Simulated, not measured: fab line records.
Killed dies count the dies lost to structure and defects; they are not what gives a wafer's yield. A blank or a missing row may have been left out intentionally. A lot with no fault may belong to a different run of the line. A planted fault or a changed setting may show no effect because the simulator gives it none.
Which tool did it? | flow n5-finfet | 66 wafers from 22 lots sampled at 5 of the route's 1938 steps

WHAT EACH GAUGE READ, for each wafer
N5_SD_EPI_P_OVL_MEAS_10. Usual: SD_P_BLK_OVL 0.2 nm, standard deviation 0.68.
lot  | measured    | on         | SD_P_BLK_OVL (nm) | flag
L074 | day 3 07:22 | overlay-02 | -0.5 0.0 0.3      |
L075 | day 3 16:04 | overlay-01 | 0.1 0.3 0.7       |
L076 | day 3 18:40 | overlay-02 | -0.2 -0.5 -0.7    |
L077 | day 4 01:11 | overlay-02 | -0.3 -0.5 0.1     |
L078 | day 4 06:37 | overlay-01 | 0.9 -0.3 -0.1     |
L079 | day 4 13:07 | overlay-01 | 1.3 0.1 0.0       |
L080 | day 4 19:38 | overlay-01 | -0.4 1.0 0.9      |
L081 | day 5 03:18 | overlay-01 | 1.4 0.0 1.0       |
L082 | day 5 07:06 | overlay-01 | 1.9 0.8 0.4       |
L083 | day 5 12:26 | overlay-01 | 1.1 1.1 1.2       |
L084 | day 5 19:14 | overlay-01 | 0.7 -0.4 1.0      |
L086 | day 6 07:40 | overlay-01 | -1.1 -1.5 -0.1    |
L087 | day 6 14:09 | overlay-02 | 0.6 1.0 0.0       |
L088 | day 6 16:47 | overlay-02 | 0.3 -0.6 1.1      |
L089 | day 7 01:12 | overlay-01 | 0.6 0.8 0.4       |
L090 | day 7 09:45 | overlay-01 | 0.1 0.2 0.0       |
L091 | day 7 11:40 | overlay-01 | -0.1 -1.0 0.6     |
L093 | day 8 01:24 | overlay-01 | 0.0 -0.2 -0.5     |
L094 | day 8 07:05 | overlay-01 | 1.0 -0.5 0.2      |
L095 | day 8 12:10 | overlay-02 | 0.4 0.5 0.3       |
L096 | day 8 18:26 | overlay-01 | 0.4 -1.1 -0.3     |
L097 | day 9 01:23 | overlay-02 | 1.4 0.2 0.7       |

N5_ILD0_THK_MEAS_08. Usual: thk-nm reads 138.7 nm (standard deviation 1).
lot  | measured    | on            | thk-nm (nm)       | flag
L074 | day 3 15:19 | film-metro-02 | 139.3 138.0 137.4 |
L075 | day 4 00:15 | film-metro-02 | 138.6 139.7 138.6 |
L076 | day 4 03:42 | film-metro-01 | 140.1 140.0 139.9 |
L077 | day 4 09:09 | film-metro-01 | 139.6 138.0 138.8 |
L078 | day 4 15:02 | film-metro-02 | 139.7 139.5 140.2 |
L079 | day 4 21:33 | film-metro-02 | 139.5 139.4 139.1 |
L080 | day 5 04:32 | film-metro-01 | 139.3 140.2 139.9 |
L081 | day 5 10:55 | film-metro-02 | 139.7 138.5 138.7 |
L082 | day 5 14:52 | film-metro-01 | 139.0 138.5 139.6 |
L083 | day 5 22:23 | film-metro-02 | 137.6 137.6 136.7 |
L084 | day 6 02:51 | film-metro-01 | 139.5 138.6 138.6 |
L086 | day 6 16:24 | film-metro-02 | 138.9 137.8 138.3 |
L087 | day 6 22:46 | film-metro-01 | 138.3 137.8 137.2 |
L088 | day 7 02:02 | film-metro-02 | 139.2 140.1 139.2 |
L089 | day 7 08:46 | film-metro-02 | 137.8 137.2 137.5 |
L090 | day 7 17:20 | film-metro-01 | 138.5 137.9 140.4 |
L091 | day 7 19:30 | film-metro-02 | 138.6 139.9 139.0 |
L093 | day 8 10:45 | film-metro-02 | 137.2 138.0 137.9 |
L094 | day 8 15:07 | film-metro-01 | 138.4 138.4 136.6 |
L095 | day 8 21:00 | film-metro-01 | 137.5 139.8 139.8 |
L096 | day 9 02:50 | film-metro-01 | 139.7 139.1 138.3 |
L097 | day 9 10:36 | film-metro-02 | 138.4 138.0 138.3 |

TOOL THAT RAN EACH LOT (tool first, then ch and the chambers of the sampled wafers, then the start)
lot  | N5_SD_EPI_N_SD_RECESS_17        | N5_SD_EPI_P_ETCH_16               | N5_SD_ACTIVATION_RTA_00
L074 | rie-si-06 ch 0,1,2, day 3 03:40 | rie-diel-02 ch 0,2,3, day 3 08:02 | rtp-anneal-02 ch 0, day 3 11:12
L075 | rie-si-03 ch 2,3, day 3 12:23   | rie-diel-01 ch 0,1, day 3 16:44   | rtp-anneal-02 ch 0, day 3 19:54
L076 | rie-si-06 ch 1,2,3, day 3 14:13 | rie-diel-04 ch 1,2,3, day 3 19:31 | rtp-anneal-01 ch 0, day 3 22:42
L077 | rie-si-03 ch 0,1, day 3 21:37   | rie-diel-01 ch 0,2,3, day 4 01:52 | rtp-anneal-01 ch 0, day 4 05:22
L078 | rie-si-06 ch 0,1,2, day 4 02:47 | rie-diel-02 ch 2,3, day 4 07:17   | rtp-anneal-02 ch 0, day 4 11:16
L079 | rie-si-06 ch 0,1, day 4 09:32   | rie-diel-04 ch 1,2, day 4 13:48   | rtp-anneal-01 ch 0, day 4 17:51
L080 | rie-si-01 ch 1,2, day 4 15:36   | rie-diel-02 ch 0,2, day 4 20:19   | rtp-anneal-02 ch 0, day 5 00:28
L081 | rie-si-01 ch 0,1, day 4 23:32   | rie-diel-02 ch 1,2,3, day 5 03:59 | rtp-anneal-01 ch 0, day 5 07:08
L082 | rie-si-03 ch 1,2,3, day 5 03:25 | rie-diel-01 ch 0,1,2, day 5 07:46 | rtp-anneal-01 ch 0, day 5 10:56
L083 | rie-si-06 ch 1,2, day 5 08:44   | rie-diel-04 ch 1,2, day 5 13:16   | rtp-anneal-02 ch 0, day 5 17:24
L084 | rie-si-06 ch 1,2,3, day 5 15:31 | rie-diel-01 ch 2,3, day 5 19:54   | rtp-anneal-01 ch 0, day 5 23:02
L086 | rie-si-01 ch 0,1,3, day 6 03:19 | rie-diel-02 ch 0,2, day 6 08:20   | rtp-anneal-02 ch 0, day 6 12:20
L087 | rie-si-03 ch 0,2,3, day 6 09:23 | rie-diel-01 ch 0,1,2, day 6 15:08 | rtp-anneal-02 ch 0, day 6 18:37
L088 | rie-si-03 ch 1,2,3, day 6 12:28 | rie-diel-04 ch 1,2,3, day 6 17:28 | rtp-anneal-02 ch 0, day 6 21:36
L089 | rie-si-03 ch 1,3, day 6 21:30   | rie-diel-01 ch 1,2,3, day 7 01:53 | rtp-anneal-01 ch 0, day 7 05:01
L090 | rie-si-01 ch 0,3, day 7 05:57   | rie-diel-04 ch 0,1,3, day 7 10:28 | rtp-anneal-02 ch 0, day 7 13:38
L091 | rie-si-01 ch 1,2, day 7 07:59   | rie-diel-01 ch 0,1,2, day 7 12:28 | rtp-anneal-01 ch 0, day 7 15:46
L093 | rie-si-06 ch 1,2, day 7 21:43   | rie-diel-01 ch 1,2, day 8 02:06   | rtp-anneal-02 ch 0, day 8 05:29
L094 | rie-si-03 ch 1,2,3, day 8 03:14 | rie-diel-01 ch 1,3, day 8 07:46   | rtp-anneal-02 ch 0, day 8 10:59
L095 | rie-si-01 ch 0,1,2, day 8 07:37 | rie-diel-02 ch 0,1,2, day 8 12:50 | rtp-anneal-02 ch 0, day 8 16:08
L096 | rie-si-01 ch 0,1,2, day 8 12:55 | rie-diel-04 ch 2,3, day 8 19:07   | rtp-anneal-02 ch 0, day 8 22:17
L097 | rie-si-01 ch 1,3, day 8 21:22   | rie-diel-04 ch 1,2,3, day 9 02:03 | rtp-anneal-01 ch 0, day 9 06:17
- N5_SD_EPI_N_SD_RECESS_17: chemistry HBr/Cl2/O2, target depth 41 nm, time 23.7 s, bt time 3 s.
- N5_SD_EPI_P_ETCH_16: etches SiO2 in CHF3/O2, target depth 5 nm.
- N5_SD_ACTIVATION_RTA_00: time 0 s.

WHAT THE TOOLS THEMSELVES READ (means of the sampled wafers that have a number; where no wafer has one, the mark that the record gives instead)
N5_SD_EPI_N_SD_RECESS_17. Usual: HBr_flow_sccm 150.0 sccm, standard deviation 0.41; O2_flow_sccm 12.00 sccm, standard deviation 0.035; chamber-pressure-mTorr 10.000 mTorr, standard deviation 0.0091; drypump-motor-current-A 5.8 A, standard deviation 0.39; oes-product-au 0.999 a.u., standard deviation 0.0096; throttle-valve-pct 37.07 %, standard deviation 0.28.
lot  | tool      | HBr_flow_sccm (sccm) | O2_flow_sccm (sccm) | chamber-pressure-mTorr (mTorr) | drypump-motor-current-A (A) | oes-product-au (a.u.) | throttle-valve-pct (%) | flag
L074 | rie-si-06 | 150.6                | 12.01               | 10.002                         | 6.1                         | 1.002                 | 36.98                  |
L075 | rie-si-03 | 149.8                | 12.01               | 9.997                          | 5.9                         | 0.991                 | 37.20                  |
L076 | rie-si-06 | 150.3                | 12.03               | 10.002                         | 5.7                         | 1.002                 | 37.16                  |
L077 | rie-si-03 | 150.0                | 11.99               | 9.999                          | 6.0                         | 0.998                 | 37.20                  |
L078 | rie-si-06 | 150.1                | 12.01               | 9.999                          | 6.1                         | 0.998                 | 36.99                  |
L079 | rie-si-06 | 150.1                | 12.00               | 9.995                          | 6.1                         | 0.995                 | 37.01                  |
L080 | rie-si-01 | 149.4                | 11.96               | 10.001                         | 5.5                         | 1.012                 | 37.18                  |
L081 | rie-si-01 | 150.2                | 12.02               | 10.003                         | 5.5                         | 0.999                 | 36.72                  |
L082 | rie-si-03 | 150.0                | 12.02               | 10.002                         | 5.9                         | 0.988                 | 37.25                  |
L083 | rie-si-06 | 149.9                | 11.98               | 9.997                          | 5.9                         | 1.003                 | 37.22                  |
L084 | rie-si-06 | 150.0                | 11.98               | 9.995                          | 5.7                         | 1.001                 | 37.15                  |
L086 | rie-si-01 | 150.0                | 12.02               | 10.005                         | 5.7                         | 1.000                 | 36.92                  |
L087 | rie-si-03 | 149.8                | 11.98               | 9.996                          | 5.8                         | 0.979                 | 37.06                  |
L088 | rie-si-03 | 150.3                | 12.03               | 10.003                         | 5.9                         | 0.991                 | 37.25                  |
L089 | rie-si-03 | 150.5                | 11.99               | 10.005                         | 5.9                         | 0.999                 | 37.28                  |
L090 | rie-si-01 | 149.9                | 12.01               | 9.996                          | 5.7                         | 1.000                 | 36.90                  |
L091 | rie-si-01 | 149.8                | 12.00               | 9.998                          | 5.5                         | 1.005                 | 37.19                  |
L093 | rie-si-06 | 150.4                | 12.00               | 10.006                         | 5.9                         | 0.999                 | 37.22                  |
L094 | rie-si-03 | 150.1                | 12.01               | 10.004                         | 5.9                         | 0.995                 | 37.25                  |
L095 | rie-si-01 | 150.0                | 12.00               | 10.000                         | 5.5                         | 1.007                 | 36.95                  |
L096 | rie-si-01 | 149.7                | 11.99               | 10.001                         | 5.5                         | 1.009                 | 36.95                  |
L097 | rie-si-01 | 150.0                | 11.96               | 9.998                          | 5.7                         | 0.999                 | 36.97                  |

N5_SD_EPI_P_ETCH_16. Usual: O2_flow_sccm 5.001 sccm, standard deviation 0.015; chamber-pressure-mTorr 30.000 mTorr, standard deviation 0.029; drypump-motor-current-A 5.4 A, standard deviation 0.45; oes_ar_750_au 0.75 a.u., standard deviation 0.051; oes_f_703_au 0.75 a.u., standard deviation 0.054; oes-product-au 0.75 a.u., standard deviation 0.05; rf-vpp-V 525 V, standard deviation 5.1; showerhead-plenum-p-Torr 2.46 Torr, standard deviation 0.073; throttle-valve-pct 18.91 %, standard deviation 0.21.
lot  | tool        | O2_flow_sccm (sccm) | chamber-pressure-mTorr (mTorr) | drypump-motor-current-A (A) | oes_ar_750_au (a.u.) | oes_f_703_au (a.u.) | oes-product-au (a.u.) | rf-vpp-V (V) | showerhead-plenum-p-Torr (Torr) | throttle-valve-pct (%) | flag
L074 | rie-diel-02 | 4.994               | 30.011                         | 5.1                         | 0.83                 | 0.83                | 0.82                  | 527          | 2.53                            | 18.93                  |
L075 | rie-diel-01 | 4.990               | 29.999                         | 5.6                         | 0.77                 | 0.78                | 0.76                  | 530          | 2.51                            | 18.79                  |
L076 | rie-diel-04 | 5.005               | 29.980                         | 5.8                         | 0.75                 | 0.75                | 0.75                  | 523          | 2.38                            | 18.86                  |
L077 | rie-diel-01 | 4.993               | 29.957                         | 5.0                         | 0.78                 | 0.79                | 0.78                  | 524          | 2.48                            | 18.75                  |
L078 | rie-diel-02 | 5.004               | 30.005                         | 5.3                         | 0.87                 | 0.86                | 0.86                  | 528          | 2.55                            | 18.83                  |
L079 | rie-diel-04 | 4.997               | 29.956                         | 5.9                         | 0.71                 | 0.71                | 0.71                  | 523          | 2.34                            | 18.94                  |
L080 | rie-diel-02 | 5.006               | 29.986                         | 5.0                         | 0.77                 | 0.77                | 0.77                  | 529          | 2.52                            | 19.08                  |
L081 | rie-diel-02 | 5.013               | 30.005                         | 5.1                         | 0.83                 | 0.83                | 0.83                  | 523          | 2.54                            | 18.85                  |
L082 | rie-diel-01 | 4.998               | 30.036                         | 5.4                         | 0.76                 | 0.77                | 0.76                  | 525          | 2.47                            | 18.91                  |
L083 | rie-diel-04 | 5.021               | 30.013                         | 5.7                         | 0.72                 | 0.71                | 0.72                  | 524          | 2.36                            | 18.96                  |
L084 | rie-diel-01 | 4.999               | 30.017                         | 4.9                         | 0.77                 | 0.78                | 0.77                  | 520          | 2.44                            | 18.88                  |
L086 | rie-diel-02 | 5.000               | 29.977                         | 4.9                         | 0.76                 | 0.77                | 0.76                  | 529          | 2.51                            | 19.09                  |
L087 | rie-diel-01 | 4.997               | 30.053                         | 5.4                         | 0.75                 | 0.77                | 0.75                  | 525          | 2.47                            | 18.93                  |
L088 | rie-diel-04 | 5.005               | 29.986                         | 5.8                         | 0.74                 | 0.73                | 0.73                  | 522          | 2.37                            | 18.90                  |
L089 | rie-diel-01 | 5.011               | 30.027                         | 5.1                         | 0.75                 | 0.75                | 0.74                  | 524          | 2.47                            | 18.96                  |
L090 | rie-diel-04 | 4.997               | 30.003                         | 5.9                         | 0.72                 | 0.72                | 0.72                  | 525          | 2.39                            | 18.96                  |
L091 | rie-diel-01 | 5.005               | 30.019                         | 5.4                         | 0.75                 | 0.75                | 0.75                  | 525          | 2.47                            | 18.93                  |
L093 | rie-diel-01 | 4.994               | 30.010                         | 5.5                         | 0.73                 | 0.74                | 0.72                  | 527          | 2.46                            | 19.13                  |
L094 | rie-diel-01 | 5.010               | 30.000                         | 5.4                         | 0.72                 | 0.72                | 0.71                  | 528          | 2.49                            | 19.06                  |
L095 | rie-diel-02 | 5.001               | 30.002                         | 5.0                         | 0.77                 | 0.77                | 0.76                  | 525          | 2.51                            | 19.01                  |
L096 | rie-diel-04 | 4.979               | 29.985                         | 5.5                         | 0.73                 | 0.73                | 0.73                  | 524          | 2.40                            | 18.92                  |
L097 | rie-diel-04 | 5.007               | 29.968                         | 5.7                         | 0.72                 | 0.72                | 0.72                  | 522          | 2.36                            | 18.91                  |

N5_SD_ACTIVATION_RTA_00. Usual: lamp-power-pct 8.96 %, standard deviation 0.05; lamp_zone_4_pct 8.946 %, standard deviation 0.026; wafer_temp_C_max 975.2, standard deviation 2.1.
lot  | tool          | lamp-power-pct (%) | lamp_zone_4_pct (%) | wafer_temp_C_max | flag
L074 | rtp-anneal-02 | 8.96               | 8.932               | 975.1            |
L075 | rtp-anneal-02 | 8.97               | 8.945               | 975.8            |
L076 | rtp-anneal-01 | 8.98               | 8.936               | 975.2            |
L077 | rtp-anneal-01 | 9.01               | 8.940               | 975.4            |
L078 | rtp-anneal-02 | 8.98               | 8.959               | 976.3            |
L079 | rtp-anneal-01 | 8.94               | 8.961               | 974.3            |
L080 | rtp-anneal-02 | 8.95               | 8.943               | 977.0            |
L081 | rtp-anneal-01 | 8.97               | 8.940               | 977.2            |
L082 | rtp-anneal-01 | 8.98               | 8.936               | 974.1            |
L083 | rtp-anneal-02 | 8.94               | 8.946               | 975.7            |
L084 | rtp-anneal-01 | 8.96               | 8.961               | 974.6            |
L086 | rtp-anneal-02 | 8.96               | 8.957               | 974.9            |
L087 | rtp-anneal-02 | 8.89               | 8.951               | 977.2            |
L088 | rtp-anneal-02 | 8.98               | 8.955               | 975.9            |
L089 | rtp-anneal-01 | 8.94               | 8.924               | 973.5            |
L090 | rtp-anneal-02 | 8.97               | 8.956               | 974.6            |
L091 | rtp-anneal-01 | 8.88               | 8.962               | 975.4            |
L093 | rtp-anneal-02 | 8.92               | 8.935               | 973.9            |
L094 | rtp-anneal-02 | 9.00               | 8.976               | 975.9            |
L095 | rtp-anneal-02 | 8.95               | 8.930               | 974.2            |
L096 | rtp-anneal-02 | 8.94               | 8.956               | 974.5            |
L097 | rtp-anneal-01 | 8.90               | 8.943               | 975.2            |

THE ANSWER, worked out from the rows above alone
Rule: lot off if the mean of its wafers having a number is beyond 3 standard deviations from the usual mean. A lot without any number at a reading at which 4 lots or more have one is off too. Where the step has rows for the other lots, those lots are counted as sound. The gauges are gone through in route order, then the tools' own readings, and for those a lot's mean is taken as printed above. At the first step where some lot is off, the reading lying furthest off is the one used; lots without a number count as furthest.
No lot is off at any reading shown: from this, nothing can be told.

WHAT THE SIMULATOR HAD INSERTED
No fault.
